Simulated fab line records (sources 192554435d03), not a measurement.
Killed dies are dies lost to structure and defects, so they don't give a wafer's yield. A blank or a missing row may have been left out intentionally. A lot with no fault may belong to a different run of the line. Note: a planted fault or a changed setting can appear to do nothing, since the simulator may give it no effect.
A lot that was struck, set against a sound lot + flow n5 finfet + 14 out of 1938 route steps
Sound: these wafers, L106.2, L106.3, L106.5. Wafers L113.2, L113.3, L113.5 were the ones struck. The cause comes at the end.
Order at every step that has rows: each side's tool, ch and its chambers, its first start. Under that, the readings that differ: sound wafers + struck wafers + difference of the means + sigmas: that difference in standard deviations of wafers without a fault.
alike: readings with means less than 2 such deviations apart, plus words and numbers identical on both sides. not compared: withheld readings, readings lacking a value on some wafer, bounds such as >300 that could conceal the same value, and numbers that have no deviation in the record and whose values overlap.
The two part at a step that has a row with sigmas, a row that says differs or no value, or rows on one side only. Non-overlapping numbers with no deviation appear without sigmas and do not part them. Lack of a reading on every wafer of one side parts them only where that side has two or more wafers.

N5_WELL_APT_CD_MEAS_08 targets a cd of 200 nm.
  sound on cd sem-01 ch 0, day 1 19:34; struck on cd sem-03 ch 0, day 3 13:41
  alike: cd nm
N5_WELL_APT_OVL_MEAS_09:
  sound on overlay-02 ch 0, day 1 19:35; struck on overlay-02 ch 0, day 3 13:43
  alike: NWELL_OVL
N5_WELL_APT_INSPECT_10: inspects for defects (macro).
  sound on defect inspect-01, day 1 19:37; struck on defect inspect-02, day 3 13:44
  alike: raw defect count
N5_WELL_APT_DESCUM_13: chemistry O2, time 7.9 s.
  sound on rie diel-02 ch 1,2, day 1 19:39; struck on rie diel-05 ch 1,3, day 3 13:46
  alike: drypump motor current A, oes product au, rf vpp V, showerhead plenum p Torr, throttle valve pct
  not compared: rf hours counter h
then, 8 steps without rows for these wafers: N5_WELL_APT_IMPLANT_14; N5_WELL_APT_IMPLANT_15; N5_WELL_APT_STRIP_16 (strips in SPM, time 900 s); N5_WELL_APT_HMDS_18 (time 60 s); N5_WELL_APT_COAT_19 (resist thk 950 nm); N5_WELL_APT_EBR_21; N5_WELL_APT_SOFTBAKE_20 (time 60 s); N5_WELL_APT_EXPOSE_22 (exposes mask PWELL, defocus 0 nm, target cd 200 nm).
N5_WELL_APT_PEB_23: peb time 90 s.
  sound on litho track-01 ch 0, day 1 20:43; struck on litho track-01, day 3 14:49
  no value came back on the struck wafers for chill plate temp C (C), exhaust pa (Pa); on the sound wafers chill plate temp C (C) reads 22.86 22.86 22.98
then, 1 step without rows for these wafers: N5_WELL_APT_DEVELOP_24 (develop time 45 s).

== WHERE THEY PART ==
Only at N5_WELL_APT_PEB_23, as far as this record shows.

WHY: whatever the simulator had introduced
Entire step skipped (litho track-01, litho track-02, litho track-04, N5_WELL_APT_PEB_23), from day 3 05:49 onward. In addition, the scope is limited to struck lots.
